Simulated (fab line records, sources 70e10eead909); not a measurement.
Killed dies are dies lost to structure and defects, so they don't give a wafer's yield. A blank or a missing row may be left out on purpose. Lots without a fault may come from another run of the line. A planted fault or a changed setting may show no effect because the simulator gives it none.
Problem report in the 8D (eight disciplines) form, filled by code | flow nand_harc | the parts of the form that need people (team, actions taken, sign-off) are left out

1. THE PROBLEM
killed_at_array at NHARC_END_SORT_01 reads a mean of 670 on 3 wafers of 3 lots; wafers without a fault read 55 with a standard deviation of 12. That is +51 standard deviations from the usual mean.
First seen on wafer L217.6, day 30 13:38, on prober-02. The record holds 6 wafers of 3 lots with a number at this step. Rule for "out", or "out of limits": more than 4 standard deviations from the usual mean. The other wafers with a number count as sound.

2. WHAT IT IS AND WHAT IT IS NOT
question                    | is                           | is not
which readings at this step | killed_at_array, killed_dies | killed_at_periphery, killed_open, killed_short
which lots                  | L216, L217, L218             | -
which wafers of those lots  | L216.6, L217.6, L218.6       | L216.2, L217.1, L218.2
read on which gauges        | prober-01, prober-02         | -
when                        | from day 30 13:38            | up to then (1 sound wafer); but 2 sound wafers of L216, L218 came after

3. SUSPECTS, AND WHAT RULES EACH OUT
Counting: a tool at a process step up to the reading stays a suspect if it ran every lot that is out. Sound lots after the first of them don't rule it out here, since some wafers of a struck lot are sound.
- the gauge at NHARC_END_SORT_01: ruled out. The wafers that are out were read on 2 gauges (prober-01, prober-02).
- rie_diel-08 at NHARC_A_WL_FILL_ETCHBACK_16 (etches the open film in C4F8/O2/Ar, target depth 120 nm, time 24 s): kept. It ran every lot that is out, first L217 (day 26 22:57). Its own readings are out on those wafers: run_length_s.
Left after counting: rie_diel-08 at NHARC_A_WL_FILL_ETCHBACK_16.

4. THE CAUSE (what the simulator had put in)
Process parameter drift: rie_diel-08, from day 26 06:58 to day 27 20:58, at NHARC_A_WL_FILL_ETCHBACK_16. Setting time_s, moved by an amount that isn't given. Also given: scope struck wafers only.
Counting left only this tool.

5. THE CHAIN OF EFFECTS, in route order
Each row: a reading whose mean over the struck wafers that have a number lies more than 3 standard deviations from the usual. Only readings for which the record gives a usual standard deviation are gone through. hours: the time from each lot's start at the first step in this table that gives one to its start at this step, as a median over the lots. sigmas: the change in usual standard deviations.
hours | step                        | reading         | usual  | on struck wafers | change | sigmas
0     | NHARC_A_WL_FILL_ETCHBACK_16 | run_length_s    | 45.4 s | 30.1             | -15.3  | -40
92    | NHARC_END_SORT_01           | killed_at_array | 55     | 670              | +615   | +51
92    | NHARC_END_SORT_01           | killed_dies     | 60     | 677              | +617   | +51
The process steps in it:
- NHARC_A_WL_FILL_ETCHBACK_16: etches the open film in C4F8/O2/Ar, target depth 120 nm, time 24 s.

6. WHAT WOULD HAVE CAUGHT IT SOONER
In this record the first reading out of limits at a measuring or inspecting step was taken at day 30 13:38, 103 hours after the fault began at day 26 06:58.
The tool's own readings at NHARC_A_WL_FILL_ETCHBACK_16 were out on every struck wafer that the step has a row for (run_length_s): an alarm limit on them would have fired on the first of those.
All the lots that are out (3) had begun NHARC_A_WL_FILL_ETCHBACK_16 on rie_diel-08 by day 30 13:38. A hold on the tool at that time would have spared none of them.
